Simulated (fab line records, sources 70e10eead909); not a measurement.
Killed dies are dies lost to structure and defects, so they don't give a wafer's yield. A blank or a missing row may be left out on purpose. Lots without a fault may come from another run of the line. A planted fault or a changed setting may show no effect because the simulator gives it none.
Chamber matching | flow nand_harc | NHARC_P_M1_PRE_CLEAN_32 on pecvd-03: 3 sister chambers
The step time 12 s. 3 wafers are shown with their chamber, then 8 later ones without.

WAFERS WITH THEIR CHAMBER
wafer  | chamber | heater_power_w (W)
L088.4 | 1       | 646
L088.5 | 2       | 823
L090.1 | 0       | 696

WAFERS WITHOUT THEIR CHAMBER
wafer  | heater_power_w (W)
L090.2 | 782
L090.5 | 797
L091.3 | 771
L091.4 | 753
L091.5 | 715
L097.3 | 635
L097.5 | 788
L097.6 | 642

WHICH CHAMBER EACH WENT THROUGH
wafer  | from the rows above          | in truth
L090.2 | can't be placed: 2 or 0      | 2
L090.5 | 2                            | 2
L091.3 | can't be placed: 2 or 0      | 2
L091.4 | can't be placed: 0 or 2 or 1 | 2
L091.5 | can't be placed: 0 or 1      | 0
L097.3 | can't be placed: 1 or 0      | 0
L097.5 | can't be placed: 2 or 0      | 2
L097.6 | can't be placed: 1 or 0      | 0
Placed correctly: 1 of 8. Can't be placed from these rows: 7 (the true chamber is among the candidates in 7). Placed wrongly: 0.
How it was worked out, from the rows above alone: a wafer's distance from a chamber is the root of the sum, over the readings, of the square of ((its reading less the chamber's mean) divided by the reading's scatter). The wafer belongs to the nearest chamber; if the next one is less than 2 further off, it can't be placed. A chamber's mean is the mean of its shown wafers. The scatter: with one shown wafer a chamber, the root of the mean of the squares of how far each hidden wafer lies from its nearest shown one.
